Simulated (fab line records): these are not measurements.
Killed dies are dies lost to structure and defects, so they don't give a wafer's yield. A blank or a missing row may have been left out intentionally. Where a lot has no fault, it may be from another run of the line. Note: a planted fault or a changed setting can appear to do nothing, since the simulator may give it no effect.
fab line records :: flow n5Finfet
record:
  lots: 11
  wafers: 32
  lastDay: 18
route steps=1938 shown BEOL_M6@1241 BEOL_M7@1268
lots untouched by any fault: they come from a run of this same line in which no faults occurred
startH: hours from the record's first day to the start of the lot's first wafer shown :: waitH: hours from the lot's prior step to this one :: " the same as in the row above :: L1.1+2: a row that stands for several wafers :: - either no value or no given start :: * or withheld: withheld :: < > ~ a bound
route shown NAME@n: a module of which the file shows steps, and the number in the route of the first :: usual: mean/standard deviation of fault-free wafers :: same: alike in all rows :: chamber/n: place in a boat :: sites: each site's reading :: _std_site: the values' standard deviation :: _edge_site: mean of outer sites minus mean of inner sites :: radiusMm: how far each site lies from the wafer's centre :: mask NAME#n: copy n :: behind: the last tool/chamber to shape the wafer :: hold: the reason the lot was held/the length of the hold in hours/how it ended :: device: transistor that didn't switch, given as n, p or np :: end of line: the tests these same wafers got at the end of their route :: a step given without rows: its recipe and nothing more :: killed: not the wafer's yield, but the dies lost to structure and defects at the first sort :: map: a wafer's dies, x killed, . not, _ none there
set.NAME: the setting the step ran with; set.NAME@STEP: the setting that earlier step ran with :: model.NAME: the simulator's own value behind a step, which no gauge read
the route's steps for a sample of lots (tables are steps, rows are wafers)
services: the hour from which a tool's chamber was out of use, counted from the record's first day as startH (under 0 if before that day), plus the number of hours and why
== steps ==
step: N5_BEOL_M6_STRIP_80
recipe:
  chemistry: N2/H2
  timeS: 10
  powerW: 450
  tempC: 40
  pressureMtorr: 20
  rfFrequencyHz: 6e+07
  biasPowerW: 7
  n2FlowSccm: 200
  h2FlowSccm: 200
usual:
  drypumpMotorCurrentA: 5.9/0.48
  n2FlowSccm: 200.0/0.55
  oesProductAu: 0.80/0.086
  rfVppV: 59.3/0.9
  showerheadPlenumPTorr: 2.57/0.094
  throttleValvePct: 23.7/0.4
lot.wafer: L908.1
tool: rieDiel-02
chamber: 0
startH: -
waitH: -
drypumpMotorCurrentA: 5.8
n2FlowSccm: 199.6
oesProductAu: 0.72
rfHoursCounterH: 183
rfVppV: 58.9
showerheadPlenumPTorr: 2.40
throttleValvePct: 23.3

lot.wafer: L908.4
tool: rieDiel-02
chamber: 2
startH: -
waitH: -
drypumpMotorCurrentA: 5.9
n2FlowSccm: 198.9
oesProductAu: 0.71
rfHoursCounterH: 242
rfVppV: 59.4
showerheadPlenumPTorr: 2.48
throttleValvePct: 23.2

lot.wafer: L908.6
tool: rieDiel-02
chamber: 1
startH: -
waitH: -
drypumpMotorCurrentA: 6.3
n2FlowSccm: 199.8
oesProductAu: 0.84
rfHoursCounterH: -
rfVppV: 59.8
showerheadPlenumPTorr: 2.57
throttleValvePct: 23.5

lot.wafer: L910.1
tool: rieDiel-04
chamber: 2
startH: -
waitH: -
drypumpMotorCurrentA: 6.0
n2FlowSccm: 198.6
oesProductAu: 0.83
rfHoursCounterH: 93
rfVppV: 59.7
showerheadPlenumPTorr: 2.66
throttleValvePct: 23.7

lot.wafer: L910.3
tool: rieDiel-04
chamber: 0
startH: -
waitH: -
drypumpMotorCurrentA: 5.9
n2FlowSccm: 199.0
oesProductAu: 0.86
rfHoursCounterH: 56
rfVppV: 60.1
showerheadPlenumPTorr: 2.70
throttleValvePct: 24.2

lot.wafer: L910.6
tool: rieDiel-04
chamber: 2
startH: -
waitH: -
drypumpMotorCurrentA: 5.9
n2FlowSccm: 200.6
oesProductAu: 0.81
rfHoursCounterH: -
rfVppV: 59.7
showerheadPlenumPTorr: 2.66
throttleValvePct: 23.7

lot.wafer: L912.2
tool: rieDiel-06
chamber: 0
startH: -
waitH: -
drypumpMotorCurrentA: 6.4
n2FlowSccm: 200.6
oesProductAu: 0.73
rfHoursCounterH: 150
rfVppV: 58.4
showerheadPlenumPTorr: 2.55
throttleValvePct: 23.7

lot.wafer: L912.3
tool: rieDiel-06
chamber: 2
startH: -
waitH: -
drypumpMotorCurrentA: 4.9
n2FlowSccm: 201.2
oesProductAu: 0.70
rfHoursCounterH: 229
rfVppV: 60.4
showerheadPlenumPTorr: 2.52
throttleValvePct: 24.1

lot.wafer: L912.5
tool: rieDiel-06
chamber: 3
startH: -
waitH: -
drypumpMotorCurrentA: 6.4
n2FlowSccm: 200.6
oesProductAu: 0.77
rfHoursCounterH: -
rfVppV: 59.3
showerheadPlenumPTorr: 2.65
throttleValvePct: 24.0

lot.wafer: L915.1
tool: rieDiel-06
chamber: 0
startH: -
waitH: -
drypumpMotorCurrentA: 6.4
n2FlowSccm: 199.8
oesProductAu: 0.73
rfHoursCounterH: 152
rfVppV: 58.1
showerheadPlenumPTorr: 2.55
throttleValvePct: 23.7

lot.wafer: L915.2
tool: rieDiel-06
chamber: 1
startH: -
waitH: -
drypumpMotorCurrentA: 5.7
n2FlowSccm: 199.8
oesProductAu: 0.80
rfHoursCounterH: 108
rfVppV: 59.6
showerheadPlenumPTorr: 2.45
throttleValvePct: 23.5

lot.wafer: L915.4
tool: rieDiel-06
chamber: 2
startH: -
waitH: -
drypumpMotorCurrentA: 4.9
n2FlowSccm: 199.5
oesProductAu: 0.70
rfHoursCounterH: 231
rfVppV: 59.1
showerheadPlenumPTorr: 2.51
throttleValvePct: 24.1

lot.wafer: L913.1
tool: rieDiel-06
chamber: 1
startH: -
waitH: -
drypumpMotorCurrentA: 5.8
n2FlowSccm: 200.3
oesProductAu: 0.78
rfHoursCounterH: 110
rfVppV: 59.6
showerheadPlenumPTorr: 2.45
throttleValvePct: 23.5

lot.wafer: L913.5
tool: rieDiel-06
chamber: 1
startH: -
waitH: -
drypumpMotorCurrentA: 5.8
n2FlowSccm: 199.7
oesProductAu: 0.79
rfHoursCounterH: -
rfVppV: 58.3
showerheadPlenumPTorr: 2.45
throttleValvePct: 23.5

lot.wafer: L913.6
tool: rieDiel-06
chamber: 0
startH: -
waitH: -
drypumpMotorCurrentA: 6.4
n2FlowSccm: 200.2
oesProductAu: 0.73
rfHoursCounterH: -
rfVppV: 58.8
showerheadPlenumPTorr: 2.55
throttleValvePct: 23.7

lot.wafer: L918.3
tool: rieDiel-04
chamber: 0
startH: -
waitH: -
drypumpMotorCurrentA: 5.9
n2FlowSccm: 199.9
oesProductAu: 0.85
rfHoursCounterH: 64
rfVppV: 60.2
showerheadPlenumPTorr: 2.70
throttleValvePct: 24.2

lot.wafer: L918.4
tool: rieDiel-04
chamber: 2
startH: -
waitH: -
drypumpMotorCurrentA: 6.0
n2FlowSccm: 200.2
oesProductAu: 0.81
rfHoursCounterH: 102
rfVppV: 58.8
showerheadPlenumPTorr: 2.66
throttleValvePct: 23.7

lot.wafer: L918.6
tool: rieDiel-04
chamber: 2
startH: -
waitH: -
drypumpMotorCurrentA: 6.0
n2FlowSccm: 200.1
oesProductAu: 0.81
rfHoursCounterH: -
rfVppV: 57.7
showerheadPlenumPTorr: 2.66
throttleValvePct: 23.7

lot.wafer: L919.1
tool: rieDiel-06
chamber: 1
startH: -
waitH: -
drypumpMotorCurrentA: 5.8
n2FlowSccm: 201.6
oesProductAu: 0.77
rfHoursCounterH: 121
rfVppV: 58.0
showerheadPlenumPTorr: 2.45
throttleValvePct: 23.5

lot.wafer: L919.3
tool: rieDiel-06
chamber: 0
startH: -
waitH: -
drypumpMotorCurrentA: 6.4
n2FlowSccm: 200.2
oesProductAu: 0.72
rfHoursCounterH: 165
rfVppV: 58.7
showerheadPlenumPTorr: 2.55
throttleValvePct: 23.7

lot.wafer: L919.5
tool: rieDiel-06
chamber: 0
startH: -
waitH: -
drypumpMotorCurrentA: 6.4
n2FlowSccm: 199.7
oesProductAu: 0.71
rfHoursCounterH: -
rfVppV: 58.6
showerheadPlenumPTorr: 2.55
throttleValvePct: 23.7

lot.wafer: L920.1
tool: rieDiel-02
chamber: 2
startH: -
waitH: -
drypumpMotorCurrentA: 5.9
n2FlowSccm: 200.4
oesProductAu: 0.96
rfHoursCounterH: 14
rfVppV: 60.9
showerheadPlenumPTorr: 2.47
throttleValvePct: 23.0

lot.wafer: L920.3
tool: rieDiel-02
chamber: 3
startH: -
waitH: -
drypumpMotorCurrentA: 6.8
n2FlowSccm: 199.7
oesProductAu: 0.95
rfHoursCounterH: 5
rfVppV: 58.7
showerheadPlenumPTorr: 2.47
throttleValvePct: 23.5

lot.wafer: L920.6
tool: rieDiel-02
chamber: 2
startH: -
waitH: -
drypumpMotorCurrentA: 5.9
n2FlowSccm: 200.2
oesProductAu: 0.96
rfHoursCounterH: -
rfVppV: 59.0
showerheadPlenumPTorr: 2.47
throttleValvePct: 23.0

lot.wafer: L923.1
tool: rieDiel-02
chamber: 3
startH: -
waitH: -
drypumpMotorCurrentA: 6.8
n2FlowSccm: 200.0
oesProductAu: 0.93
rfHoursCounterH: 12
rfVppV: 58.8
showerheadPlenumPTorr: 2.47
throttleValvePct: 23.5

lot.wafer: L923.4
tool: rieDiel-02
chamber: 2
startH: -
waitH: -
drypumpMotorCurrentA: 5.9
n2FlowSccm: 200.3
oesProductAu: 0.93
rfHoursCounterH: 22
rfVppV: 60.2
showerheadPlenumPTorr: 2.47
throttleValvePct: 23.0

lot.wafer: L923.6
tool: rieDiel-02
chamber: 3
startH: -
waitH: -
drypumpMotorCurrentA: 6.8
n2FlowSccm: 198.8
oesProductAu: 0.92
rfHoursCounterH: -
rfVppV: 60.5
showerheadPlenumPTorr: 2.47
throttleValvePct: 23.5

lot.wafer: L926.2
tool: rieDiel-04
chamber: 1
startH: -
waitH: -
drypumpMotorCurrentA: 5.8
n2FlowSccm: 199.9
oesProductAu: 0.87
rfHoursCounterH: 40
rfVppV: 58.5
showerheadPlenumPTorr: 2.58
throttleValvePct: 23.3

lot.wafer: L926.5
tool: rieDiel-04
chamber: 0
startH: -
waitH: -
drypumpMotorCurrentA: 5.9
n2FlowSccm: 199.9
oesProductAu: 0.82
rfHoursCounterH: -
rfVppV: 59.4
showerheadPlenumPTorr: 2.69
throttleValvePct: 24.2

lot.wafer: L930.4
tool: rieDiel-06
chamber: 1
startH: -
waitH: -
drypumpMotorCurrentA: 5.8
n2FlowSccm: 199.5
oesProductAu: 0.76
rfHoursCounterH: 150
rfVppV: 60.0
showerheadPlenumPTorr: 2.44
throttleValvePct: 23.5

lot.wafer: L930.5
tool: rieDiel-06
chamber: 2
startH: -
waitH: -
drypumpMotorCurrentA: 4.9
n2FlowSccm: 200.1
oesProductAu: 0.94
rfHoursCounterH: -
rfVppV: 60.0
showerheadPlenumPTorr: 2.50
throttleValvePct: 23.9

lot.wafer: L930.6
tool: rieDiel-06
chamber: 3
startH: -
waitH: -
drypumpMotorCurrentA: 6.4
n2FlowSccm: 199.5
oesProductAu: 0.73
rfHoursCounterH: -
rfVppV: 59.3
showerheadPlenumPTorr: 2.63
throttleValvePct: 24.1
step: N5_BEOL_M6_SPUTTER_48
recipe:
  material: Cu
  targetThkA: 100
  tempC: -20
  biasV: 60
  powerW: 26000
  chamberPressurePa: 0.13
  timeS: 1.667
usual:
  cathodeDcPowerW: 26000/4.7
  throttleValvePct: 29.9/0.93
lot.wafer: L908.1
tool: pvdSputter-03
chamber: -
startH: 194.16
waitH: 0.1
cathodeDcPowerW: 26003
throttleValvePct: 29.8

lot.wafer: L908.4
tool: pvdSputter-03
chamber: -
startH: 194.16
waitH: 0.1
cathodeDcPowerW: 26007
throttleValvePct: 30.3

lot.wafer: L908.6
tool: pvdSputter-03
chamber: -
startH: 194.16
waitH: 0.1
cathodeDcPowerW: 26002
throttleValvePct: 30.1

lot.wafer: L910.1
tool: pvdSputter-01
chamber: -
startH: 224.80
waitH: 0.1
cathodeDcPowerW: 26002
throttleValvePct: 29.1

lot.wafer: L910.3
tool: pvdSputter-01
chamber: -
startH: 224.80
waitH: 0.1
cathodeDcPowerW: 26008
throttleValvePct: 30.1

lot.wafer: L910.6
tool: pvdSputter-01
chamber: -
startH: 224.80
waitH: 0.1
cathodeDcPowerW: 25996
throttleValvePct: 29.8

lot.wafer: L912.2
tool: pvdSputter-03
chamber: -
startH: 227.93
waitH: 0.2
cathodeDcPowerW: 25990
throttleValvePct: 29.8

lot.wafer: L912.3
tool: pvdSputter-03
chamber: -
startH: 227.93
waitH: 0.2
cathodeDcPowerW: 25998
throttleValvePct: 30.8

lot.wafer: L912.5
tool: pvdSputter-03
chamber: -
startH: 227.93
waitH: 0.2
cathodeDcPowerW: 26001
throttleValvePct: 30.4

lot.wafer: L915.1
tool: pvdSputter-02
chamber: -
startH: 229.93
waitH: 0.2
cathodeDcPowerW: 25999
throttleValvePct: 30.1

lot.wafer: L915.2
tool: pvdSputter-02
chamber: -
startH: 229.93
waitH: 0.2
cathodeDcPowerW: 26006
throttleValvePct: 30.5

lot.wafer: L915.4
tool: pvdSputter-02
chamber: -
startH: 229.93
waitH: 0.2
cathodeDcPowerW: 25995
throttleValvePct: 27.6

lot.wafer: L913.1
tool: pvdSputter-03
chamber: -
startH: 235.71
waitH: 0.1
cathodeDcPowerW: 25999
throttleValvePct: 30.0

lot.wafer: L913.5
tool: pvdSputter-03
chamber: -
startH: 235.71
waitH: 0.1
cathodeDcPowerW: 26001
throttleValvePct: 30.7

lot.wafer: L913.6
tool: pvdSputter-03
chamber: -
startH: 235.71
waitH: 0.1
cathodeDcPowerW: 26005
throttleValvePct: 30.2

lot.wafer: L918.3
tool: pvdSputter-01
chamber: -
startH: 250.24
waitH: 0.1
cathodeDcPowerW: 26001
throttleValvePct: 30.6

lot.wafer: L918.4
tool: pvdSputter-01
chamber: -
startH: 250.24
waitH: 0.1
cathodeDcPowerW: 25997
throttleValvePct: 30.1

lot.wafer: L918.6
tool: pvdSputter-01
chamber: -
startH: 250.24
waitH: 0.1
cathodeDcPowerW: 25991
throttleValvePct: 29.2

lot.wafer: L919.1
tool: pvdSputter-03
chamber: -
startH: 263.16
waitH: 0.2
cathodeDcPowerW: 25995
throttleValvePct: 31.1

lot.wafer: L919.3
tool: pvdSputter-03
chamber: -
startH: 263.16
waitH: 0.2
cathodeDcPowerW: 26004
throttleValvePct: 30.6

lot.wafer: L919.5
tool: pvdSputter-03
chamber: -
startH: 263.16
waitH: 0.2
cathodeDcPowerW: 26005
throttleValvePct: 30.9

lot.wafer: L920.1
tool: pvdSputter-03
chamber: -
startH: 272.84
waitH: 0.1
cathodeDcPowerW: 25999
throttleValvePct: 30.1

lot.wafer: L920.3
tool: pvdSputter-03
chamber: -
startH: 272.84
waitH: 0.1
cathodeDcPowerW: 26003
throttleValvePct: 31.0

lot.wafer: L920.6
tool: pvdSputter-03
chamber: -
startH: 272.84
waitH: 0.1
cathodeDcPowerW: 25999
throttleValvePct: 31.0

lot.wafer: L923.1
tool: pvdSputter-02
chamber: -
startH: 293.79
waitH: 0.1
cathodeDcPowerW: 26002
throttleValvePct: 27.7

lot.wafer: L923.4
tool: pvdSputter-02
chamber: -
startH: 293.79
waitH: 0.1
cathodeDcPowerW: 26005
throttleValvePct: 30.4

lot.wafer: L923.6
tool: pvdSputter-02
chamber: -
startH: 293.79
waitH: 0.1
cathodeDcPowerW: 26000
throttleValvePct: 30.2

lot.wafer: L926.2
tool: pvdSputter-01
chamber: -
startH: 308.97
waitH: 0.2
cathodeDcPowerW: 25997
throttleValvePct: 30.4

lot.wafer: L926.5
tool: pvdSputter-01
chamber: -
startH: 308.97
waitH: 0.2
cathodeDcPowerW: 26000
throttleValvePct: 29.8

lot.wafer: L930.4
tool: pvdSputter-02
chamber: -
startH: 338.42
waitH: 0.1
cathodeDcPowerW: 26005
throttleValvePct: 28.7

lot.wafer: L930.5
tool: pvdSputter-02
chamber: -
startH: 338.42
waitH: 0.1
cathodeDcPowerW: 26000
throttleValvePct: 30.6

lot.wafer: L930.6
tool: pvdSputter-02
chamber: -
startH: 338.42
waitH: 0.1
cathodeDcPowerW: 26005
throttleValvePct: 27.6
step: N5_BEOL_M7_COAT_59
recipe:
  resist: SOC
  tempC: 250
  timeS: 60
  spinRpm: 1500
  resistThkNm: 100
usual:
  spinSpeedRpm: 1500.2/1
lot.wafer: L908.1
tool: lithoTrack-01
chamber: 0
startH: 196.47
waitH: 0.1
spinSpeedRpm: 1500.3

lot.wafer: L908.4
tool: lithoTrack-01
chamber: 0
startH: 196.47
waitH: 0.1
spinSpeedRpm: 1499.1

lot.wafer: L908.6
tool: lithoTrack-01
chamber: 0
startH: 196.47
waitH: 0.1
spinSpeedRpm: 1499.6

lot.wafer: L910.1
tool: lithoTrack-01
chamber: 0
startH: 228.24
waitH: 0.1
spinSpeedRpm: 1498.4

lot.wafer: L910.3
tool: lithoTrack-01
chamber: 0
startH: 228.24
waitH: 0.1
spinSpeedRpm: 1500.1

lot.wafer: L910.6
tool: lithoTrack-01
chamber: 0
startH: 228.24
waitH: 0.1
spinSpeedRpm: 1501.2

lot.wafer: L912.2
tool: lithoTrack-01
chamber: 0
startH: 232.53
waitH: 0.1
spinSpeedRpm: 1501.5

lot.wafer: L912.3
tool: lithoTrack-01
chamber: 0
startH: 232.53
waitH: 0.1
spinSpeedRpm: 1500.0

lot.wafer: L912.5
tool: lithoTrack-01
chamber: 0
startH: 232.53
waitH: 0.1
spinSpeedRpm: 1500.6

lot.wafer: L915.1
tool: lithoTrack-01
chamber: 0
startH: 234.96
waitH: 0.1
spinSpeedRpm: 1501.3

lot.wafer: L915.2
tool: lithoTrack-01
chamber: 0
startH: 234.96
waitH: 0.1
spinSpeedRpm: 1500.6

lot.wafer: L915.4
tool: lithoTrack-01
chamber: 0
startH: 234.96
waitH: 0.1
spinSpeedRpm: 1500.4

lot.wafer: L913.1
tool: lithoTrack-02
chamber: 0
startH: 238.56
waitH: 0.1
spinSpeedRpm: 1500.2

lot.wafer: L913.5
tool: lithoTrack-02
chamber: 0
startH: 238.56
waitH: 0.1
spinSpeedRpm: 1499.4

lot.wafer: L913.6
tool: lithoTrack-02
chamber: 0
startH: 238.56
waitH: 0.1
spinSpeedRpm: 1498.9

lot.wafer: L918.3
tool: lithoTrack-01
chamber: 0
startH: 254.59
waitH: 0.1
spinSpeedRpm: 1583.5

lot.wafer: L918.4
tool: lithoTrack-01
chamber: 0
startH: 254.59
waitH: 0.1
spinSpeedRpm: 1585.0

lot.wafer: L918.6
tool: lithoTrack-01
chamber: 0
startH: 254.59
waitH: 0.1
spinSpeedRpm: 1582.1

lot.wafer: L919.1
tool: lithoTrack-01
chamber: 0
startH: 266.92
waitH: 0.1
spinSpeedRpm: 1583.6

lot.wafer: L919.3
tool: lithoTrack-01
chamber: 0
startH: 266.92
waitH: 0.1
spinSpeedRpm: 1583.4

lot.wafer: L919.5
tool: lithoTrack-01
chamber: 0
startH: 266.92
waitH: 0.1
spinSpeedRpm: 1584.0

lot.wafer: L920.1
tool: lithoTrack-02
chamber: 0
startH: 276.04
waitH: 0.1
spinSpeedRpm: 1498.1

lot.wafer: L920.3
tool: lithoTrack-02
chamber: 0
startH: 276.04
waitH: 0.1
spinSpeedRpm: 1501.3

lot.wafer: L920.6
tool: lithoTrack-02
chamber: 0
startH: 276.04
waitH: 0.1
spinSpeedRpm: 1498.9

lot.wafer: L923.1
tool: lithoTrack-01
chamber: 0
startH: 296.79
waitH: 0.1
spinSpeedRpm: 1583.1

lot.wafer: L923.4
tool: lithoTrack-01
chamber: 0
startH: 296.79
waitH: 0.1
spinSpeedRpm: 1584.8

lot.wafer: L923.6
tool: lithoTrack-01
chamber: 0
startH: 296.79
waitH: 0.1
spinSpeedRpm: 1584.1

lot.wafer: L926.2
tool: lithoTrack-05
chamber: 0
startH: 311.05
waitH: 0.1
spinSpeedRpm: 1498.6

lot.wafer: L926.5
tool: lithoTrack-05
chamber: 0
startH: 311.05
waitH: 0.1
spinSpeedRpm: 1499.2

lot.wafer: L930.4
tool: lithoTrack-02
chamber: 0
startH: 343.01
waitH: 0.1
spinSpeedRpm: 1497.8

lot.wafer: L930.5
tool: lithoTrack-02
chamber: 0
startH: 343.01
waitH: 0.1
spinSpeedRpm: 1497.9

lot.wafer: L930.6
tool: lithoTrack-02
chamber: 0
startH: 343.01
waitH: 0.1
spinSpeedRpm: 1500.2
step: N5_BEOL_M7_OVL_MEAS_12
recipe:
  pointsPerWafer: 44
usual:
  M7_OVL: 0.1/0.73
lot.wafer: L908.1
tool: overlay-02
chamber: 0
startH: 196.75
waitH: 0.0
M7_OVL[nm]: -0.5

lot.wafer: L908.4
tool: overlay-02
chamber: 0
startH: 196.75
waitH: 0.0
M7_OVL[nm]: 0.1

lot.wafer: L908.6
tool: overlay-02
chamber: 0
startH: 196.75
waitH: 0.0
M7_OVL[nm]: -0.2

lot.wafer: L910.1
tool: overlay-02
chamber: 0
startH: 228.51
waitH: 0.0
M7_OVL[nm]: 0.2

lot.wafer: L910.3
tool: overlay-02
chamber: 0
startH: 228.51
waitH: 0.0
M7_OVL[nm]: -0.3

lot.wafer: L910.6
tool: overlay-02
chamber: 0
startH: 228.51
waitH: 0.0
M7_OVL[nm]: -1.0

lot.wafer: L912.2
tool: overlay-01
chamber: 0
startH: 232.94
waitH: 0.0
M7_OVL[nm]: 0.3

lot.wafer: L912.3
tool: overlay-01
chamber: 0
startH: 232.94
waitH: 0.0
M7_OVL[nm]: 0.2

lot.wafer: L912.5
tool: overlay-01
chamber: 0
startH: 232.94
waitH: 0.0
M7_OVL[nm]: 0.6

lot.wafer: L915.1
tool: overlay-02
chamber: 0
startH: 235.24
waitH: 0.0
M7_OVL[nm]: 1.0

lot.wafer: L915.2
tool: overlay-02
chamber: 0
startH: 235.24
waitH: 0.0
M7_OVL[nm]: -0.1

lot.wafer: L915.4
tool: overlay-02
chamber: 0
startH: 235.24
waitH: 0.0
M7_OVL[nm]: 0.0

lot.wafer: L913.1
tool: overlay-02
chamber: 0
startH: 238.96
waitH: 0.0
M7_OVL[nm]: -0.1

lot.wafer: L913.5
tool: overlay-02
chamber: 0
startH: 238.96
waitH: 0.0
M7_OVL[nm]: 0.1

lot.wafer: L913.6
tool: overlay-02
chamber: 0
startH: 238.96
waitH: 0.0
M7_OVL[nm]: -0.3

lot.wafer: L918.3
tool: overlay-01
chamber: 0
startH: 254.87
waitH: 0.0
M7_OVL[nm]: -0.1

lot.wafer: L918.4
tool: overlay-01
chamber: 0
startH: 254.87
waitH: 0.0
M7_OVL[nm]: 1.1

lot.wafer: L918.6
tool: overlay-01
chamber: 0
startH: 254.87
waitH: 0.0
M7_OVL[nm]: -1.1

lot.wafer: L919.1
tool: overlay-01
chamber: 0
startH: 267.19
waitH: 0.0
M7_OVL[nm]: -0.2

lot.wafer: L919.3
tool: overlay-01
chamber: 0
startH: 267.19
waitH: 0.0
M7_OVL[nm]: 0.4

lot.wafer: L919.5
tool: overlay-01
chamber: 0
startH: 267.19
waitH: 0.0
M7_OVL[nm]: 0.6

lot.wafer: L920.1
tool: overlay-01
chamber: 0
startH: 276.44
waitH: 0.0
M7_OVL[nm]: 0.5

lot.wafer: L920.3
tool: overlay-01
chamber: 0
startH: 276.44
waitH: 0.0
M7_OVL[nm]: -1.2

lot.wafer: L920.6
tool: overlay-01
chamber: 0
startH: 276.44
waitH: 0.0
M7_OVL[nm]: 0.7

lot.wafer: L923.1
tool: overlay-02
chamber: 0
startH: 297.26
waitH: 0.0
M7_OVL[nm]: -0.3

lot.wafer: L923.4
tool: overlay-02
chamber: 0
startH: 297.26
waitH: 0.0
M7_OVL[nm]: -0.1

lot.wafer: L923.6
tool: overlay-02
chamber: 0
startH: 297.26
waitH: 0.0
M7_OVL[nm]: 0.4

lot.wafer: L926.2
tool: overlay-02
chamber: 0
startH: 311.33
waitH: 0.0
M7_OVL[nm]: -0.1

lot.wafer: L926.5
tool: overlay-02
chamber: 0
startH: 311.33
waitH: 0.0
M7_OVL[nm]: -0.8

lot.wafer: L930.4
tool: overlay-01
chamber: 0
startH: 343.41
waitH: 0.0
M7_OVL[nm]: -0.3

lot.wafer: L930.5
tool: overlay-01
chamber: 0
startH: 343.41
waitH: 0.0
M7_OVL[nm]: -0.8

lot.wafer: L930.6
tool: overlay-01
chamber: 0
startH: 343.41
waitH: 0.0
M7_OVL[nm]: -0.8
== services ==
tool: rieDiel-04
chamber: 3
startH: 188.31
hours: -
kind: clean

tool: rieDiel-04
chamber: 3
startH: 188.31
hours: -
kind: consumableReplace:focusRing

tool: rieDiel-04
chamber: 3
startH: 188.31
hours: -
kind: consumableReplace:showerhead

tool: rieDiel-04
chamber: 3
startH: 188.31
hours: 15.4
kind: scheduledDown

tool: rieDiel-04
chamber: 3
startH: 188.31
hours: 15.4
kind: ventCycle

tool: rieDiel-06
chamber: 2
startH: 189.17
hours: 6.4
kind: repair

tool: rieDiel-06
chamber: -
startH: 195.09
hours: 0.2
kind: repair

tool: lithoTrack-01
chamber: -
startH: 200.60
hours: -
kind: consumableReplace:filter

tool: rieDiel-02
chamber: 2
startH: 211.37
hours: -
kind: clean

tool: rieDiel-02
chamber: 2
startH: 211.37
hours: -
kind: consumableReplace:focusRing

tool: rieDiel-02
chamber: 2
startH: 211.37
hours: 23.8
kind: scheduledDown

tool: rieDiel-02
chamber: 2
startH: 211.37
hours: 23.8
kind: ventCycle

tool: rieDiel-02
chamber: 3
startH: 235.38
hours: -
kind: clean

tool: rieDiel-02
chamber: 3
startH: 235.38
hours: -
kind: consumableReplace:focusRing

tool: rieDiel-02
chamber: 3
startH: 235.38
hours: 20.2
kind: scheduledDown

tool: rieDiel-02
chamber: 3
startH: 235.38
hours: 20.2
kind: ventCycle

tool: rieDiel-06
chamber: 2
startH: 274.97
hours: -
kind: clean

tool: rieDiel-06
chamber: 2
startH: 274.97
hours: -
kind: consumableReplace:focusRing

tool: rieDiel-06
chamber: 2
startH: 274.97
hours: 20.6
kind: scheduledDown

tool: rieDiel-06
chamber: 2
startH: 274.97
hours: 20.6
kind: ventCycle

tool: rieDiel-06
chamber: -
startH: 279.75
hours: 0.6
kind: repair

tool: lithoTrack-01
chamber: -
startH: 297.48
hours: -
kind: consumableReplace:filter

tool: lithoTrack-01
chamber: -
startH: 319.14
hours: -
kind: consumableReplace:filter

tool: pvdSputter-02
chamber: -
startH: 339.91
hours: 4.3
kind: repair
== key ==
firstSign:
  step: N5_BEOL_M7_COAT_59
  reading: spinSpeedRpm
  direction: up
  sigmas: 81
  usual: *
  struck: *
effect none on later readings
metAt N5_BEOL_M7_COAT_59
struckLots L918,L919,L923
notActingAt N5_BEOL_M6_STRIP_80,N5_BEOL_M6_SPUTTER_48,N5_BEOL_M7_OVL_MEAS_12
onsetBetween 234.96 254.59
fault:
  kind: processParameterDrift
  tool: lithoTrack-01
  chamber: -
  onsetH: 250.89
  steps: N5_BEOL_M7_COAT_59
  channel: spinRpm
  offset: *
  shape: step
  endH: 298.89
  actsIn: *
  stated: *
